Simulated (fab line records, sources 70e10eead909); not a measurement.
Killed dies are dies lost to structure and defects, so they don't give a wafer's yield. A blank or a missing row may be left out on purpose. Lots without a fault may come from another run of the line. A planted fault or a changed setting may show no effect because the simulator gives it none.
fab line records | flow nand_harc
record lots=13 wafers=39 last_day=33
route steps=1302 shown A_SGD_CUT@890 THIN_TSV@1268 END@1302
lots that met no fault: from a run of the same line without faults
start_h: hours from the record's first day to the start of the lot's first wafer shown | wait_h: hours since the lot's step before | " the same as in the row above | L1.1+2: a row that stands for several wafers | - no value, or no start given | * or withheld: withheld | < > ~ a bound
route shown NAME@n: a module of which the file shows steps, and the number in the route of the first | usual: mean/standard deviation of fault-free wafers | same: alike in all rows | chamber/n: place in a boat | sites: the reading at each site | _std_site: their standard deviation | _edge_site: outer sites' mean less inner sites' | radius_mm: how far each site lies from the wafer's centre | mask NAME#n: copy n | behind: the tool/chamber that last shaped the wafer | hold: why the lot was held/for how many hours/how that ended | device: the transistor (n, p or np) that didn't switch | end of line: the same wafers' tests at the end of the route | a step without rows: its recipe alone | killed: dies lost to structure and defects at the first sort, not the wafer's yield | map: a wafer's dies, x killed, . not, _ none there
set.NAME: the setting as run; set.NAME@STEP: as run at that earlier step | model.NAME: the simulator's own value behind a step, which no gauge read
steps of the route over a sample of lots; a table a step, a row a wafer
services: from which hour (start_h, from the record's first day; less than 0 if before it) a tool's chamber was out of use, for how many hours, and why
## steps
# step NHARC_A_SGD_CUT_DEP_00
# recipe target_thk_a=500 temp_c=400 target_thk_nm=50 flow_sccm=200 rf_w=450 material=SiNx
# usual heater_power_w=688/79 rf_fwd_power_W=448.1/1.5 susceptor_temp_C=400.00/0.22
# columns lot.wafer tool chamber start_h wait_h heater_power_w rf_fwd_power_W susceptor_temp_C
L586.2 pecvd-01 1 454.32 0.1 708 447.1 399.73
L586.6 " 1 " " 715 448.3 400.08
L586.5 " 2 " " 675 447.1 400.26
L587.2 pecvd-01 1 454.77 0.1 697 448.2 400.02
L587.6 " 2 " " 685 448.2 400.06
L587.5 " 1 " " 677 450.5 400.03
L589.3 pecvd-04 0 476.43 0.1 719 450.1 400.29
L589.4 " 2 " " 657 447.1 399.68
L589.6 " 1 " " 712 446.7 400.19
L590.2 pecvd-03 0 476.79 0.1 605 451.4 399.92
L590.1 " 1 " " 748 448.4 399.99
L590.3 " 2 " " 619 446.5 399.71
L595.1 pecvd-04 0 547.08 0.1 698 449.4 400.06
L595.3 " 1 " " 659 447.2 399.74
L595.6 " 1 " " 664 448.8 399.75
L596.2 pecvd-04 0 554.05 0.1 721 446.8 400.14
L596.1 " 1 " " 751 447.2 399.96
L596.4 " 1 " " 732 447.6 400.12
L601.3 pecvd-04 2 620.11 0.1 660 447.7 400.36
L601.2 " 1 " " 670 446.8 399.83
L601.6 " 2 " " 649 445.5 399.91
L602.2 pecvd-03 2 630.23 0.1 774 448.7 399.92
L602.1 " 0 " " 583 449.1 399.79
L602.3 " 1 " " 654 448.6 399.89
L603.5 pecvd-04 0 630.47 0.2 695 450.8 400.34
L603.4 " 1 " " 657 445.3 399.69
L603.6 " 2 " " 610 446.9 400.29
L605.3 pecvd-01 2 636.97 0.1 606 447.6 400.23
L605.1 " 1 " " 683 444.1 399.78
L605.4 " 1 " " 665 445.7 399.72
L607.2 pecvd-04 0 651.34 0.1 749 451.5 399.55
L607.3 " 1 " " 743 446.6 400.18
L607.4 " 0 " " 738 451.9 399.90
L606.3 pecvd-04 1 654.34 0.1 703 446.6 400.19
L606.6 " 2 " " 657 447.1 399.98
L606.5 " 0 " " 651 447.4 399.66
L608.1 pecvd-04 2 660.32 0.1 579 447.9 400.23
L608.2 " 0 " " 752 451.3 399.81
L608.5 " 0 " " 750 450.5 399.62
# step NHARC_THIN_TSV_ETCHBACK_48
# recipe target_depth_a=10285 over_etch_frac=0.3 time_s=405.17 ion_energy_ev=250 c4f8_flow_sccm=withheld ar_flow_sccm=withheld rf_w=600 bias_w=300 chemistry=C4F8/Ar
# usual chamber_pressure_mTorr=25.000/0.022 oes_product_au=0.94/0.034 rf_fwd_power_W=598.8/1.7 rf_vpp_V=545/3.4
# columns lot.wafer tool chamber start_h wait_h chamber_pressure_mTorr oes_product_au rf_fwd_power_W rf_hours_counter_h rf_vpp_V
L587.2 rie_diel-05 1 564.36 - 25.016 0.93 598.6 9.6 549
L587.5 " 1 " " 24.976 0.93 598.9 - 547
L587.6 " 2 " " 25.010 0.92 599.1 - 542
L586.2 rie_diel-09 3 570.36 - 25.010 0.92 597.8 3.6 550
L586.5 " 3 " " 24.948 0.93 598.1 - 550
L586.6 " 0 " " 25.009 0.94 594.2 - 546
L589.4 rie_diel-07 3 588.36 - 25.001 0.94 598.1 3.9 543
L589.3 " 1 " " 25.031 0.92 598.1 3.9 544
L589.6 " 3 " " 24.995 0.94 597.9 - 544
L590.3 rie_diel-07 1 595.15 - 24.978 0.98 596.4 5.2 543
L590.2 " 3 " " 25.041 1.01 598.5 4.7 544
L590.1 " 0 " " 25.012 1.00 599.7 4.7 543
L595.3 rie_diel-09 2 655.03 - 25.030 0.91 599.5 8.0 545
L596.2 rie_diel-07 3 665.56 - 24.996 1.00 599.9 0.1 543
L596.4 " 0 " " 25.009 1.01 597.6 0.1 542
L601.2 rie_diel-09 2 735.41 - 25.011 0.91 599.6 3.9 546
L601.3 " 3 " " 25.011 0.92 599.4 3.7 550
L601.6 " 1 " " 25.013 0.93 597.6 - 541
L602.1 rie_diel-05 0 748.89 - 24.978 0.90 597.8 6.5 548
L602.2 " 1 " " 24.979 0.89 601.3 5.6 548
L602.3 " 2 " " 25.002 0.91 597.5 5.8 543
L603.4 rie_diel-07 0 749.96 - 24.968 0.94 598.0 4.3 542
L603.5 " 1 " " 25.016 0.93 599.9 - 543
L603.6 " 2 " " 25.034 0.93 598.3 - 551
L605.3 rie_diel-07 0 759.33 - 24.978 0.95 597.4 4.6 542
L605.4 " 1 " " 25.011 0.94 597.3 3.7 543
L605.1 " 3 " " 25.016 0.97 600.4 4.6 544
L606.3 rie_diel-09 3 760.59 - 24.994 0.92 601.5 5.6 550
L606.6 " 2 " " 24.986 0.92 599.0 - 545
L606.5 " 3 " " 25.037 0.93 601.9 - 551
L607.2 rie_diel-07 0 761.78 - 25.037 0.99 598.7 4.9 541
L607.4 " 2 " " 24.965 0.99 597.2 3.9 551
L607.3 " 3 " " 25.027 0.98 600.1 4.8 544
L608.2 rie_diel-05 0 773.14 - 24.978 0.97 596.7 0.5 549
L608.1 " 1 " " 25.006 0.94 597.5 0.5 548
L608.5 " 3 " " 24.990 0.97 596.8 - 548
# step NHARC_THIN_TSV_PRE_CLEAN_50
# recipe time_s=30 temp_c=280 gas=H2/He
# usual heater_power_w=423/52 susceptor_temp_C=280.02/0.19
# same time_s=30
# columns lot.wafer tool chamber start_h wait_h heater_power_w susceptor_temp_C
L587.2 pvd_sputter-02 - - - 433 280.02
L587.5 " - " " 418 280.30
L587.6 " - " " 431 280.05
L586.2 pvd_sputter-01 - - - 452 280.36
L586.5 " - " " 446 280.43
L586.6 " - " " 349 280.24
L589.3 pvd_sputter-03 - - - 364 280.04
L589.4 " - " " 418 279.87
L589.6 " - " " 375 280.45
L590.3 pvd_sputter-01 - - - 340 280.20
L590.1 " - " " 394 280.10
L590.2 " - " " 452 280.13
L595.3 pvd_sputter-02 - - - 505 280.12
L596.2 pvd_sputter-01 - 666.24 0.1 335 279.95
L596.4 " - " " 387 280.14
L601.3 pvd_sputter-03 - - - 492 279.76
L601.2 " - " " 399 280.00
L601.6 " - " " 395 279.78
L602.2 pvd_sputter-01 - - - 459 280.24
L602.3 " - " " 325 279.78
L602.1 " - " " 379 279.72
L603.4 pvd_sputter-03 - - - 407 280.11
L603.5 " - " " 380 280.38
L603.6 " - " " 395 279.89
L605.1 pvd_sputter-03 - - - 367 280.02
L605.3 " - " " 394 280.07
L605.4 " - " " 405 279.88
L606.3 pvd_sputter-02 - - - 509 280.31
L606.6 " - " " 498 280.11
L606.5 " - " " 475 279.77
L607.2 pvd_sputter-02 - - - 452 279.88
L607.3 " - " " 479 279.63
L607.4 " - " " 429 280.02
L608.1 pvd_sputter-02 - - - 500 279.89
L608.2 " - " " 472 279.86
L608.5 " - " " 475 279.59
# step NHARC_THIN_TSV_PRE_CLEAN_54
# recipe time_s=30 temp_c=280 gas=H2/He
# usual heater_power_w=417/46 susceptor_temp_C=279.97/0.17
# same time_s=30
# columns lot.wafer tool chamber start_h wait_h heater_power_w susceptor_temp_C
L587.2 pvd_sputter-01 - 567.00 0.1 415 280.13
L587.6 " - " " 443 279.51
L587.5 " - " " 346 279.65
L586.2 pvd_sputter-03 - 573.03 0.1 374 -
L586.5 " - " " 386 -
L586.6 " - " " 470 -
L589.4 pvd_sputter-02 - 591.22 0.1 509 280.01
L589.3 " - " " 440 279.91
L589.6 " - " " 482 280.13
L590.2 pvd_sputter-02 - 597.76 0.1 424 280.27
L590.1 " - " " 409 280.01
L590.3 " - " " 446 280.05
L595.3 pvd_sputter-01 - 657.68 0.1 381 279.99
L596.4 pvd_sputter-02 - 668.70 0.0 443 280.04
L596.2 " - " " 483 280.02
L601.3 pvd_sputter-03 - 738.29 0.1 376 280.00
L601.2 " - " " 388 280.02
L601.6 " - " " 381 280.01
L602.3 pvd_sputter-02 - 751.51 0.0 442 279.78
L602.1 " - " " 492 280.03
L602.2 " - " " 433 279.70
L603.4 pvd_sputter-03 - 752.58 0.1 383 279.68
L603.5 " - " " 475 280.12
L603.6 " - " " 416 280.21
L605.4 pvd_sputter-03 - 761.96 0.1 485 280.21
L605.1 " - " " 402 279.90
L605.3 " - " " 381 279.95
L606.3 pvd_sputter-03 - 763.18 0.1 397 280.08
L606.5 " - " " 369 280.15
L606.6 " - " " 398 280.21
L607.2 pvd_sputter-03 - 764.56 0.0 372 279.76
L607.4 " - " " 394 279.76
L607.3 " - " " 473 280.07
L608.2 pvd_sputter-03 - 775.83 0.0 402 280.15
L608.1 " - " " 365 279.79
L608.5 " - " " 379 279.80
# step NHARC_END_SORT_01
# recipe temp_c=25
# usual killed_at_array=61/24 killed_at_other=1.2/1.3 killed_at_periphery=3.7/2.6 killed_dies=66/23 killed_open=3.3/1.8 killed_short=2.4/1.6
# same gross_dies=677
# columns lot.wafer tool chamber start_h wait_h killed_at_array killed_at_other killed_at_periphery killed_dies killed_open killed_short
L595.1 prober-02 0 669.59 2.5 581 0 3 584 4 5
L595.3 prober-02 0 671.16 3.1 87 0 2 89 1 1
L595.6 prober-02 0 673.52 3.9 567 1 2 570 4 1
L596.1 prober-01 0 679.28 2.5 592 0 3 595 4 3
L596.2 prober-01 0 680.08 2.8 82 0 6 88 6 4
L596.4 prober-01 0 681.68 3.4 95 1 5 101 2 6
# killed by level:class
L595.1 A_SGD_CUT:area_dep=486 A_CHANNEL_HOLE_D1:chamber_film_flake=37 A_SLIT:chamber_film_flake=29 A_SGD_CUT:chamber_film_flake=10 A_CONTACT:chamber_film_flake=8 A_WL_FILL:geometric_particle:short=3 A_M0:geometric_particle:open=2 A_CHANNEL_HOLE_D2:chamber_film_flake=2
L595.3 A_SLIT:chamber_film_flake=41 A_CHANNEL_HOLE_D1:chamber_film_flake=32 A_CONTACT:chamber_film_flake=5 A_CHANNEL_HOLE_D2:unspecified=3 A_CHANNEL_HOLE_D2:chamber_film_flake=2 A_SGD_CUT:chamber_film_flake=2 A_SGD_CUT:geometric_particle:short=1 A_CONTACT:geometric_particle:open=1
L595.6 A_SGD_CUT:area_dep=485 A_SLIT:chamber_film_flake=35 A_CHANNEL_HOLE_D1:chamber_film_flake=30 A_CONTACT:chamber_film_flake=6 A_DECK1_JOINT:geometric_particle:open=2 A_CHANNEL_FILL_D1:chamber_film_flake=2 A_SGD_CUT:chamber_film_flake=2 P_CONTACT:geometric_particle:open=1
L596.1 A_SGD_CUT:area_dep=503 A_CHANNEL_HOLE_D1:chamber_film_flake=36 A_SLIT:chamber_film_flake=32 A_SGD_CUT:chamber_film_flake=5 A_CHANNEL_HOLE_D2:chamber_film_flake=4 A_CHANNEL_FILL_D1:geometric_particle:open=2 A_CHANNEL_FILL_D2:chamber_film_flake=2 A_STAIRCASE:chamber_film_flake=2
L596.2 A_CHANNEL_HOLE_D1:chamber_film_flake=38 A_SLIT:chamber_film_flake=27 A_SGD_CUT:chamber_film_flake=5 P_BONDPAD:chamber_film_flake=3 A_CHANNEL_HOLE_D1:geometric_particle:short=2 A_WL_FILL:geometric_particle:open=2 A_STAIRCASE:chamber_film_flake=2 A_WL_FILL:chamber_film_flake=2
L596.4 A_CHANNEL_HOLE_D1:chamber_film_flake=42 A_SLIT:chamber_film_flake=32 A_SGD_CUT:chamber_film_flake=4 A_WL_FILL:chamber_film_flake=4 A_ONON_D1:geometric_particle:short=3 P_BONDPAD:chamber_film_flake=3 A_STAIRCASE:chamber_film_flake=3 A_CHANNEL_FILL_D2:chamber_film_flake=2
## services
# columns tool chamber start_h hours kind
rie_diel-07 2 448.62 4.6 repair
pecvd-04 - 450.01 13.0 pm
pvd_sputter-02 - 460.00 10.0 pm
pecvd-04 - 463.58 1.4 repair
rie_diel-07 - 471.21 9.0 pm
pvd_sputter-01 - 472.29 2.2 repair
rie_diel-07 - 495.83 0.4 repair
rie_diel-07 2 498.78 3.8 repair
pvd_sputter-03 - 526.03 10.0 pm
pvd_sputter-02 - 549.35 4.2 repair
pvd_sputter-03 - 556.62 3.0 repair
pvd_sputter-02 - 566.96 0.5 repair
pvd_sputter-01 - 582.02 10.0 pm
pecvd-04 2 583.04 2.5 repair
pvd_sputter-02 - 601.48 8.7 repair
pecvd-04 - 631.01 13.0 pm
pvd_sputter-02 - 638.00 10.0 pm
rie_diel-07 - 648.21 9.0 pm
rie_diel-07 2 701.54 4.4 repair
rie_diel-07 1 701.82 9.3 repair
pvd_sputter-03 - 704.03 10.0 pm
rie_diel-07 2 706.65 9.9 repair
pvd_sputter-01 - 760.02 10.0 pm
rie_diel-07 - 766.61 1.1 repair
## key
first_sign step=NHARC_END_SORT_01 reading=killed_dies direction=up sigmas=23 usual=66 struck=583
effect step=NHARC_END_SORT_01 reading=killed_at_array direction=up sigmas=22 usual=61 struck=580
more_kills_born_at NHARC_A_SGD_CUT_DEP_00@pecvd-04=1474
met_at NHARC_A_SGD_CUT_DEP_00
struck_lots L595,L596
struck_wafers L595.1,L595.6,L596.1
later_rows_left_out L595.1,L595.6,L596.1
tester_left_out L595,L596
not_acting_at NHARC_THIN_TSV_ETCHBACK_48,NHARC_THIN_TSV_PRE_CLEAN_50,NHARC_THIN_TSV_PRE_CLEAN_54
onset_between 476.43 547.08
fault kind=process_parameter_drift tool=pecvd-04 chamber=- onset_h=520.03 steps=NHARC_A_SGD_CUT_DEP_00 channel=target_thk_a offset=* shape=step end_h=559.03 scope=struck_wafers_only acts_in=* stated=*
# tester_left_out: of these lots the tester's yield and bins aren't shown, on N5 and GAA mostly nor the transistor test; their killed dies are dies lost to structure and defects alone, not to doping, threshold or leakage, so they don't give the yield
# later_rows_left_out: the simulator's readings of these wafers behind a module that went badly wrong aren't trusted and aren't shown, but for the sort
